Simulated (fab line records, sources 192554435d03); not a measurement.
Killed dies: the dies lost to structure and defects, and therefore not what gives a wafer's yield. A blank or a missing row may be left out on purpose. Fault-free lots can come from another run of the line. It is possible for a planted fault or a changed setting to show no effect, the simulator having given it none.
Which of the tools did it? | flow n5 finfet | 11 lots, 33 wafers sampled, at 2 steps of a route of 1938

WHAT EACH GAUGE READ, for each wafer
N5_BEOL_M11_THK_MEAS_01. Usual: for M11_ILD_THK the level is 268 nm and the standard deviation is 3.4.
lot  | measured     | on            | M11_ILD_THK (nm) | flag
L903 | day 9 09:45  | film metro-01 | 268 268 273      |
L907 | day 10 23:27 | film metro-01 | 264 263 263      |
L905 | day 11 14:14 | film metro-02 | 265 269 269      |
L908 | day 11 21:23 | film metro-01 | 271 270 272      |
L914 | day 13 02:58 | film metro-01 | 267 273 271      |
L916 | day 14 00:34 | film metro-02 | 260 266 265      |
L917 | day 14 00:56 | film metro-02 | 270 270 269      |
L919 | day 14 18:55 | film metro-02 | 267 267 272      |
L924 | day 15 18:58 | film metro-01 | 265 268 273      |
L925 | day 15 23:11 | film metro-01 | 269 271 272      |
L926 | day 16 05:44 | film metro-01 | 264 269 272      |

N5_BEOL_M11_CD_MEAS_11: target cd 64.1 nm. Usual: 64.1 nm for cd nm, sd 0.53.
lot  | measured     | on        | cd nm (nm)     | flag
L903 | day 9 11:50  | cd sem-01 | 63.8 63.7 64.6 |
L907 | day 11 00:56 | cd sem-01 | 64.3 64.6 64.5 |
L905 | day 11 16:02 | cd sem-01 | 63.9 64.5 65.1 |
L908 | day 11 22:29 | cd sem-02 | 63.8 63.7 63.8 |
L914 | day 13 05:25 | cd sem-01 | 64.8 64.1 65.7 |
L916 | day 14 01:37 | cd sem-02 | 64.7 64.9 63.8 |
L917 | day 14 01:53 | cd sem-01 | 63.9 64.3 64.5 |
L919 | day 14 19:47 | cd sem-01 | 64.0 63.3 63.4 |
L924 | day 15 20:32 | cd sem-01 | 63.7 62.9 63.5 |
L925 | day 16 01:52 | cd sem-03 | 64.0 63.5 63.0 |
L926 | day 16 06:49 | cd sem-03 | 64.9 64.6 64.2 |

WHICH TOOL RAN EACH LOT (tool, then ch and the chambers of the sampled wafers, then the start)
There is no process step in the record ahead of these readings.

WHAT THE TOOLS THEMSELVES READ (means of the sampled wafers that have a number; where no wafer has one, the mark that the record gives instead)
The record holds no such reading with a usual standard deviation.

THE ANSWER, worked out from the rows above alone
Rule: take the mean of a lot's wafers that have a number; if it is more than 3 standard deviations from the usual mean, the lot is off. A lot without any number at a reading at which 4 lots or more have one is off too. Where the step has rows for the other lots, those lots are counted as sound. First the gauges in route order, then the tools' own readings, where a lot's mean is used as printed above. At the first step where some lot is off, the reading lying furthest off is the one used; lots without a number count as furthest.
No lot is off at any reading shown: from this, nothing can be told.

WHAT HAD BEEN PUT IN BY THE SIMULATOR
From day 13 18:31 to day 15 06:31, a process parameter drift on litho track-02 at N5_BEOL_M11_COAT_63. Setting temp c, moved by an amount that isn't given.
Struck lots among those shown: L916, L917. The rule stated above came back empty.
